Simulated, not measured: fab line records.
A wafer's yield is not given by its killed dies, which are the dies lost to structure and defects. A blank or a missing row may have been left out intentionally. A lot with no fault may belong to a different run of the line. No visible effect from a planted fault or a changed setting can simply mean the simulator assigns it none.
fab line records	flow n5Finfet
record lots=9	wafers=25	lastDay=17
route steps=1938 shown BEOL_M0_SAQP@652 BEOL_M4@1111 PASSIVATION@1936
lots untouched by any fault: they come from a run of this same line in which no faults occurred
startH: start of the lot's first displayed wafer, in hours after the record's first day	waitH: hours from the lot's prior step to this one	" identical to the entry in the row above	L1.1+2: one row covering several wafers at once	- no value, or no start given	* or withheld: withheld	< > ~ a bound
route shown NAME@n: a module of which the file shows steps, and the number in the route of the first	usual: the fault-free wafers' mean and standard deviation	same: alike in all rows	chamber/n: place in a boat	sites: per-site readings	_std_site: their standard deviation	_edge_site: outer sites' mean less inner sites'	radiusMm: for every site, how far away it sits from the centre of the wafer	mask NAME#n: copy n	behind: the most recent tool/chamber to have shaped the wafer	hold: why the lot went on hold/how many hours it stayed there/how the hold came to an end	device: names the non-switching transistor (n, p or np)	end of line: tests of these same wafers at the route's end	a step without rows: its recipe alone	killed: dies lost to structure and defects at the first sort, not the wafer's yield	map: a wafer's dies, marking killed ones x, the rest . and places with no die _
set.NAME: the setting as run; set.NAME@STEP: as run at that earlier step	model.NAME: the simulator's own value behind a step, which no gauge read
route steps across a sampled set of lots; one table per step, one row per wafer
services: from which hour (startH, from the record's first day; less than 0 if before it) a tool's chamber was out of use, for how many hours, and why
## steps
# step N5_BEOL_M0_SAQP_DESCUM_19
# recipe chemistry=O2	timeS=7.9	sourcePowerW=50	biasPowerW=20	pressureMtorr=20	rfFrequencyHz=2.712e+07	tempC=40	resist=CAR-ArF	o2FlowSccm=225
# usual drypumpMotorCurrentA=5.6/0.53	oesProductAu=0.77/0.087	rfVppV=243.9/1.5	showerheadPlenumPTorr=2.13/0.084	tempC=39.99/0.12	throttleValvePct=20.46/0.27
# same timeS=7.9
lot.wafer	tool	chamber	startH	waitH	drypumpMotorCurrentA	oesProductAu	rfHoursCounterH	rfVppV	showerheadPlenumPTorr	tempC	throttleValvePct
L624.1	rieDiel-05	1	122.69	0.0	5.7	0.90	28	243.4	2.14	39.76	20.46
L624.3	"	0	"	"	6.1	0.72	208	240.9	1.97	39.68	20.55
L624.4	"	2	"	"	5.0	0.73	171	244.5	2.15	40.07	20.73
L625.1	rieDiel-06	1	126.11	0.0	6.6	0.91	21	246.0	2.21	39.98	19.96
L625.4	"	0	"	"	5.1	0.76	137	243.1	1.99	40.09	20.33
L625.6	"	3	"	"	6.5	0.75	-	244.3	2.18	39.95	20.23
L626.1	rieDiel-06	2	128.62	0.0	5.9	0.67	227	243.9	2.06	40.20	20.64
L626.3	"	1	"	"	6.6	0.90	22	245.8	2.21	39.91	19.95
L626.6	"	0	"	"	5.1	0.76	-	242.8	1.99	40.12	20.34
L629.2	rieDiel-02	0	152.56	0.0	5.2	0.75	145	245.0	2.19	39.93	20.81
L629.3	"	1	"	"	5.6	0.69	244	242.5	1.97	39.97	20.92
L630.1	rieDiel-06	0	158.85	0.0	5.1	0.75	148	242.1	1.99	39.78	20.34
L630.2	"	1	"	"	6.6	0.88	31	246.1	2.21	40.03	19.95
L630.6	"	2	"	"	5.9	0.67	-	243.7	2.06	39.97	20.68
L631.2	rieDiel-02	1	168.33	0.1	5.6	0.68	249	242.4	1.97	39.88	20.94
L631.3	"	0	"	"	5.2	0.75	152	244.3	2.19	39.87	20.82
L641.2	rieDiel-05	0	224.76	0.0	6.1	0.71	232	241.9	1.97	40.07	20.59
L641.4	"	3	"	"	5.6	0.73	178	243.7	2.18	39.96	20.28
L641.6	"	3	"	"	5.6	0.72	-	244.8	2.18	40.13	20.29
L642.2	rieDiel-05	1	228.87	0.0	5.7	0.85	62	242.7	2.13	40.02	20.51
L642.5	"	2	"	"	5.0	0.71	-	243.4	2.14	40.06	20.77
L642.6	"	1	"	"	5.7	0.85	-	243.4	2.13	39.98	20.51
L643.1	rieDiel-05	0	230.44	0.0	6.2	0.71	233	240.8	1.97	40.04	20.57
L643.3	"	3	"	"	5.6	0.73	180	245.1	2.18	39.99	20.28
L643.4	"	1	"	"	5.7	0.86	63	243.4	2.13	40.16	20.52
# step N5_BEOL_M0_SAQP_STRIP_86
# recipe chemistry=N2/H2	powerW=500	tempC=40	pressureMtorr=50	rfFrequencyHz=6e+07	overashFraction=0.3	biasPowerW=28	h2Frac=0.5	n2FlowSccm=300	h2FlowSccm=300
# usual drypumpMotorCurrentA=5.7/0.54	oesProductAu=0.79/0.095	rfVppV=122.1/1.4	showerheadPlenumPTorr=3.43/0.14	tempC=40.01/0.12	throttleValvePct=19.0/0.46
lot.wafer	tool	chamber	startH	waitH	drypumpMotorCurrentA	oesProductAu	rfHoursCounterH	rfVppV	showerheadPlenumPTorr	tempC	throttleValvePct
L624.1	rieDiel-02	0	123.07	0.1	5.2	0.75	133	123.1	3.49	40.11	18.9
L624.3	"	3	"	"	5.6	0.75	-	122.8	3.50	39.74	18.9
L624.4	"	0	"	"	5.2	0.75	-	121.5	3.49	40.11	18.9
L625.1	rieDiel-06	0	126.48	0.1	5.1	0.76	138	122.0	3.22	40.35	18.6
L625.4	"	1	"	"	6.6	0.91	21	123.8	3.57	39.95	18.6
L625.6	"	2	"	"	5.8	0.68	-	121.3	3.32	39.94	19.3
L626.1	rieDiel-06	3	129.00	0.1	6.5	0.76	142	121.6	3.50	39.99	19.0
L626.3	"	2	"	"	5.9	0.68	227	119.3	3.32	39.82	19.4
L626.6	"	2	"	"	5.9	0.68	-	122.1	3.32	39.94	19.4
L629.2	rieDiel-05	3	153.06	0.2	5.6	0.75	157	122.9	3.51	39.98	18.9
L629.3	"	0	"	"	6.2	0.71	215	121.2	3.19	39.95	19.3
L630.1	rieDiel-06	1	159.23	0.1	6.6	0.88	31	124.5	3.57	40.00	18.6
L630.2	"	2	"	"	5.9	0.67	237	123.4	3.31	40.16	19.4
L630.6	"	1	"	"	6.6	0.88	-	122.8	3.57	40.08	18.6
L631.2	rieDiel-06	0	168.72	0.1	5.2	0.74	151	120.8	3.21	40.01	18.6
L631.3	"	1	"	"	6.6	0.88	33	120.3	3.57	39.88	18.6
L641.2	rieDiel-05	3	225.22	0.1	5.6	0.72	178	121.8	3.50	40.02	18.9
L641.4	"	0	"	"	6.2	0.71	232	121.3	3.18	39.87	19.3
L641.6	"	3	"	"	5.6	0.73	-	121.9	3.50	40.07	18.9
L642.2	rieDiel-02	0	229.24	0.1	5.2	0.73	172	121.8	3.47	39.97	18.9
L642.5	"	1	"	"	5.6	0.97	-	121.8	3.58	40.07	19.8
L642.6	"	0	"	"	5.2	0.74	-	122.8	3.47	39.96	18.9
L643.1	rieDiel-02	1	230.83	0.1	5.6	0.96	15	122.6	3.58	40.12	19.8
L643.3	"	0	"	"	5.2	0.73	172	123.8	3.47	40.21	18.9
L643.4	"	3	"	"	5.5	0.73	167	120.6	3.48	40.09	19.0
# step N5_BEOL_M0_SAQP_SPACER1_ALD_98
# recipe material=SiO2	targetThkA=128	tempC=300	aldPrecursorFamily=BDEAS	aldCoReactant=O2-plasma	pulseTimeS=1	purgeTimeS=2	coReactantPurgeTimeS=2	aldCycles=138	pressureTorr=2
# usual aldCycles=138/0	heaterPowerW=472/38	precursorPulseHeightRel=0.995/0.02
lot.wafer	tool	chamber	startH	waitH	aldCycles	heaterPowerW	precursorPulseHeightRel
L624.1	aldSin-01	0	123.60	0.3	138	491	0.983
L624.3	"	2	"	"	138	408	0.999
L624.4	"	3	"	"	138	534	0.993
L625.1	aldSin-02	2	127.00	0.3	138	497	0.992
L625.4	"	0	"	"	138	440	0.980
L625.6	"	3	"	"	138	499	0.978
L626.1	aldSin-02	3	129.71	0.5	138	485	0.987
L626.3	"	1	"	"	138	453	0.987
L626.6	"	0	"	"	138	451	0.956
L629.2	aldSin-02	3	153.61	0.3	138	493	0.996
L629.3	"	2	"	"	178	486	1.017
L630.1	aldSin-01	3	159.76	0.3	138	530	1.004
L630.2	"	2	"	"	138	420	0.938
L630.6	"	3	"	"	138	531	0.987
L631.2	aldSin-02	1	169.24	0.3	138	438	1.025
L631.3	"	2	"	"	178	505	0.949
L641.2	aldSin-01	3	225.92	0.4	138	527	0.953
L641.4	"	1	"	"	138	457	0.999
L641.6	"	3	"	"	138	548	0.971
L642.2	aldSin-03	0	231.24	1.8	138	519	0.999
L642.5	"	0	"	"	138	530	0.980
L642.6	"	1	"	"	138	478	0.997
L643.1	aldSin-01	3	231.63	0.5	138	528	0.997
L643.3	"	2	"	"	138	414	1.023
L643.4	"	0	"	"	138	504	1.010
# step N5_BEOL_M0_SAQP_CD_MEAS_25
# recipe targetCdNm=13.1	landingEnergyEv=1000	detector=seInlens
# usual cdNm=12.77/0.22
lot.wafer	tool	chamber	startH	waitH	cdNm
L624.1	cdSem-02	0	124.27	0.1	12.96
L624.3	"	0	"	"	12.43
L624.4	"	0	"	"	12.90
L625.1	cdSem-02	0	127.67	0.1	12.86
L625.4	"	0	"	"	12.95
L625.6	"	0	"	"	12.61
L626.1	cdSem-03	0	130.38	0.1	12.77
L626.3	"	0	"	"	12.62
L626.6	"	0	"	"	13.26
L629.2	cdSem-03	0	154.28	0.1	12.82
L629.3	"	0	"	"	16.33
L630.1	cdSem-01	0	160.43	0.1	13.00
L630.2	"	0	"	"	13.00
L630.6	"	0	"	"	12.89
L631.2	cdSem-03	0	170.07	0.1	12.92
L631.3	"	0	"	"	16.39
L641.2	cdSem-02	0	226.59	0.1	12.70
L641.4	"	0	"	"	13.05
L641.6	"	0	"	"	12.72
L642.2	cdSem-02	0	231.94	0.1	13.02
L642.5	"	0	"	"	13.03
L642.6	"	0	"	"	12.57
L643.1	cdSem-01	0	232.39	0.1	12.79
L643.3	"	0	"	"	12.78
L643.4	"	0	"	"	12.77
# step N5_BEOL_M0_SAQP_RECESS_104
# recipe chemistry=HF/NH3	target=SiO2	targetDepthA=180	afsCycles=3	tempC=30	sublimationTempC=180	sublimationTimeS=60
# usual drypumpMotorCurrentA=5.5/0.4	forelinePTorr=0.1280/0.00055	tempC=29.98/0.1
lot.wafer	tool	chamber	startH	waitH	drypumpMotorCurrentA	forelinePTorr	tempC
L624.1	vaporEtch-01	1	124.58	0.1	5.9	0.1277	30.04
L624.3	"	0	"	"	5.1	0.1280	29.96
L624.4	"	1	"	"	5.9	0.1283	29.95
L625.1	vaporEtch-01	1	127.93	0.1	5.9	0.1283	29.96
L625.4	"	1	"	"	5.9	0.1276	29.97
L625.6	"	1	"	"	5.9	0.1286	30.03
L626.1	vaporEtch-01	1	130.69	0.1	5.9	0.1278	29.96
L626.3	"	1	"	"	5.9	0.1277	30.16
L626.6	"	1	"	"	5.9	0.1280	30.12
L629.2	vaporEtch-02	1	154.54	0.1	5.8	0.1277	30.13
L629.3	"	1	"	"	5.8	0.1273	29.89
L630.1	vaporEtch-01	1	160.69	0.1	5.9	0.1279	29.99
L630.2	"	0	"	"	5.1	0.1277	30.07
L630.6	"	1	"	"	5.9	0.1271	29.90
L631.2	vaporEtch-01	1	170.33	0.1	5.9	0.1275	29.86
L631.3	"	1	"	"	5.9	0.1276	30.10
L641.2	vaporEtch-02	0	226.85	0.1	5.0	0.1276	29.84
L641.4	"	1	"	"	5.8	0.1286	30.06
L641.6	"	0	"	"	5.0	0.1278	30.03
L642.2	vaporEtch-02	1	232.32	0.1	5.8	0.1287	30.08
L642.5	"	1	"	"	5.8	0.1276	29.99
L642.6	"	0	"	"	5.0	0.1276	30.01
L643.1	vaporEtch-02	1	232.76	0.1	5.8	0.1282	30.02
L643.3	"	0	"	"	5.0	0.1277	29.91
L643.4	"	1	"	"	5.8	0.1290	29.90
# step N5_BEOL_M4_RC_MEAS_101
# usual DIBL_N=36.2/1.7	DIBL_P=36.2/2.2	IOFF_N=0.16/0.035	IOFF_P=0.21/0.042	ION_N=673/13	ION_P=462/7.9	SS_N=71.4/0.59	SS_P=73.2/0.7	VT_N=250/3.6	VT_P=-251/3.5
lot.wafer	tool	chamber	startH	waitH	DIBL_N[mV/V]	DIBL_P[mV/V]	IOFF_N[nA/um]	IOFF_P[nA/um]	ION_N[uA/um]	ION_P[uA/um]	SS_N[mV/dec]	SS_P[mV/dec]	VT_N[mV]	VT_P[mV]
L624.1	prober-01	0	173.48	0.0	33.7	35.2	0.14	0.21	667	469	70.5	72.9	252	-250
L624.3	"	0	"	"	35.4	37.1	0.16	0.23	674	473	71.1	73.2	250	-248
L624.4	"	0	"	"	35.9	37.6	0.18	0.23	682	473	71.9	74.0	248	-250
L625.1	prober-02	0	175.22	0.0	36.6	37.7	0.20	0.26	688	468	72.1	73.4	243	-246
L625.4	"	0	"	"	39.1	41.7	0.27	0.34	713	482	71.7	74.9	240	-244
L625.6	"	0	"	"	39.0	41.1	0.27	0.34	696	476	72.7	74.9	240	-243
L626.1	prober-02	0	178.17	0.0	35.5	34.9	0.14	0.19	667	464	70.9	73.4	251	-251
L626.3	"	0	"	"	34.1	33.8	0.12	0.18	673	467	70.8	72.8	250	-254
L626.6	"	0	"	"	36.4	35.9	0.17	0.21	689	467	71.2	72.6	247	-250
L629.2	prober-02	0	211.62	0.2	37.1	38.6	0.19	0.27	691	477	71.7	73.7	246	-247
L630.1	prober-01	0	218.85	0.0	35.0	34.7	0.13	0.21	654	466	71.3	72.4	254	-251
L630.2	"	0	"	"	37.7	37.1	0.17	0.25	668	464	71.3	73.0	250	-247
L630.6	"	0	"	"	35.9	35.6	0.14	0.24	655	464	70.4	72.9	252	-247
L631.2	prober-01	0	233.63	0.2	37.1	37.4	0.17	0.22	678	464	72.0	73.7	250	-250
L642.2	prober-02	0	284.14	0.2	36.3	37.8	0.16	0.21	675	458	70.9	73.4	251	-251
L642.5	"	0	"	"	35.5	35.8	0.14	0.19	671	461	70.7	73.3	252	-251
L642.6	"	0	"	"	34.4	34.4	0.12	0.16	667	454	71.0	73.1	253	-254
L641.2	prober-01	0	287.95	0.2	35.2	34.0	0.13	0.18	668	460	71.4	72.7	250	-253
L641.4	"	0	"	"	37.4	36.2	0.18	0.22	685	467	71.3	72.8	245	-251
L641.6	"	0	"	"	36.4	34.2	0.15	0.19	661	455	70.8	73.1	249	-252
L643.1	prober-01	0	302.20	0.0	37.8	37.2	0.16	0.25	669	459	71.8	73.6	247	-247
L643.3	"	0	"	"	36.2	34.0	0.12	0.19	673	462	71.5	72.6	255	-251
L643.4	"	0	"	"	37.1	34.9	0.15	0.21	675	470	70.9	72.3	249	-249
# step N5_PASSIVATION_PROBE_49
# usual defectLimitedYield=91.4/1.4	killed_at_M0_to_M3=31/10	killed_at_M4_up=14/5.6	killedAtContacts=13/6.3	killedAtFrontEnd=39/10	killedAtOther=4/3.1	killedDies=101/16	killedOnRim=13/3.9	killedOpen=65/13	killedShort=34/7.2	sort_bin_5_function=5.1/0.88	sort_bin_6_memory=3.2/0.66	sortNPass=1079/16	sortYieldPct=91.4/1.4
# same grossDies=1180	killedAtBackSide=0	sort_bin_4_leakage[%]=0	sort_bin_8_speed[%]=0
lot.wafer	tool	chamber	startH	waitH	defectLimitedYield[%]	killed_at_M0_to_M3	killed_at_M4_up	killedAtContacts	killedAtFrontEnd	killedAtOther	killedDies	killedOnRim	killedOpen	killedShort	sort_bin_5_function[%]	sort_bin_6_memory[%]	sortNPass	sortYieldPct[%]
L629.2	prober-01	-	316.12	0.1	91.6	37	10	14	34	4	99	7	63	35	5.1	3.1	1081	91.6
L629.3	prober-01	-	316.17	0.1	0	1130	3	5	37	5	1180	152	46	33	97.3	2.6	0	0
L631.2	prober-02	-	332.73	0.1	92.7	34	9	5	37	1	86	9	50	34	4.0	3.0	1094	92.7
L631.3	prober-02	-	332.78	0.2	0	1123	11	11	34	1	1180	152	64	26	97.2	2.8	0	0
# killed by level:class
L629.2 MOL_CONTACT_COAG:geometricParticle:open=14 BEOL_M0_SAQP:geometricParticle:short=10 BEOL_M0_SAQP:geometricParticle:open=7 STI_FIN_REVEAL:geometricParticle:open=6 BEOL_M3:geometricParticle:open=6 BEOL_M4:geometricParticle:open=5 FIN_SAQP:geometricParticle:open=4 FIN_SAQP:geometricParticle:short=4
L629.3 BEOL_M0_SAQP:areaAld=1101 BEOL_M0_SAQP:geometricParticle:open=9 STI_FIN_REVEAL:geometricParticle:short=8 STI_FIN_REVEAL:geometricParticle:open=8 BEOL_M3:geometricParticle:open=6 GATE_CUT:geometricParticle:short=5 BEOL_M1:geometricParticle:open=5 FIN_SAQP:geometricParticle:open=3
L631.2 BEOL_M0_SAQP:geometricParticle:short=13 BEOL_M0_SAQP:geometricParticle:open=10 FIN_SAQP:geometricParticle:open=8 DUMMY_GATE:geometricParticle:open=8 FIN_SAQP:geometricParticle:short=7 MOL_CONTACT_COAG:geometricParticle:open=5 BEOL_M3:geometricParticle:open=5 BEOL_M1:geometricParticle:open=4
L631.3 BEOL_M0_SAQP:areaAld=1089 BEOL_M0_SAQP:geometricParticle:open=14 FIN_SAQP:geometricParticle:open=9 BEOL_M0_SAQP:geometricParticle:short=9 FIN_SAQP:geometricParticle:short=7 MOL_CONTACT_COAG:geometricParticle:open=7 BEOL_M2:geometricParticle:open=6 DUMMY_GATE:geometricParticle:open=4
## services
tool	chamber	startH	hours	kind
rieDiel-02	2	106.52	6.9	repair
rieDiel-02	1	113.58	17.4	repair
rieDiel-05	1	115.02	3.4	repair
rieDiel-02	2	118.32	7.8	repair
rieDiel-02	2	131.09	-	clean
rieDiel-02	2	131.09	-	consumableReplace:focusRing
rieDiel-02	2	131.09	-	consumableReplace:showerhead
rieDiel-02	2	131.09	30.9	scheduledDown
rieDiel-02	2	131.09	30.9	ventCycle
rieDiel-02	3	144.57	4.2	repair
rieDiel-02	-	154.97	0.8	repair
rieDiel-05	0	160.21	8.9	repair
vaporEtch-01	-	169.28	0.1	repair
rieDiel-02	1	171.41	-	clean
rieDiel-02	1	171.41	-	consumableReplace:focusRing
rieDiel-02	1	171.41	-	consumableReplace:showerhead
aldSin-02	-	177.10	14.0	pm
aldSin-02	2	202.32	6.5	repair
rieDiel-06	2	207.73	-	clean
rieDiel-06	2	207.73	-	consumableReplace:focusRing
rieDiel-06	2	207.73	13.7	scheduledDown
rieDiel-06	2	207.73	13.7	ventCycle
rieDiel-02	2	209.65	5.9	repair
rieDiel-06	-	213.63	0.3	repair
## key
firstSign step=N5_BEOL_M0_SAQP_SPACER1_ALD_98	reading=aldCycles	direction=up	sigmas=99+	usual=*	struck=*
effect step=N5_BEOL_M0_SAQP_CD_MEAS_25	reading=cdNm	direction=up	sigmas=16	usual=12.77	struck=16.36
effect step=N5_PASSIVATION_PROBE_49	reading=killed_at_M0_to_M3	direction=up	sigmas=99+	usual=31	struck=1126
moreKillsBornAt N5_BEOL_M0_SAQP_SPACER1_ALD_98@aldSin-02=2190
metAt N5_BEOL_M0_SAQP_SPACER1_ALD_98
struckLots L629,L631
struckWafers L629.3,L631.3
laterRowsLeftOut L629.3,L631.3
notActingAt N5_BEOL_M0_SAQP_DESCUM_19,N5_BEOL_M0_SAQP_STRIP_86,N5_BEOL_M0_SAQP_RECESS_104
onsetBetween 129.71 153.61
fault kind=processParameterDrift	tool=aldSin-02	chamber=-	onsetH=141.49	steps=N5_BEOL_M0_SAQP_SPACER1_ALD_98	channel=aldCycles	offset=*	shape=step	endH=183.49	scope=struckWafersOnly	actsIn=*	stated=*
# laterRowsLeftOut: the simulator's readings of these wafers behind a module that went badly wrong aren't trusted and aren't shown, but for the sort
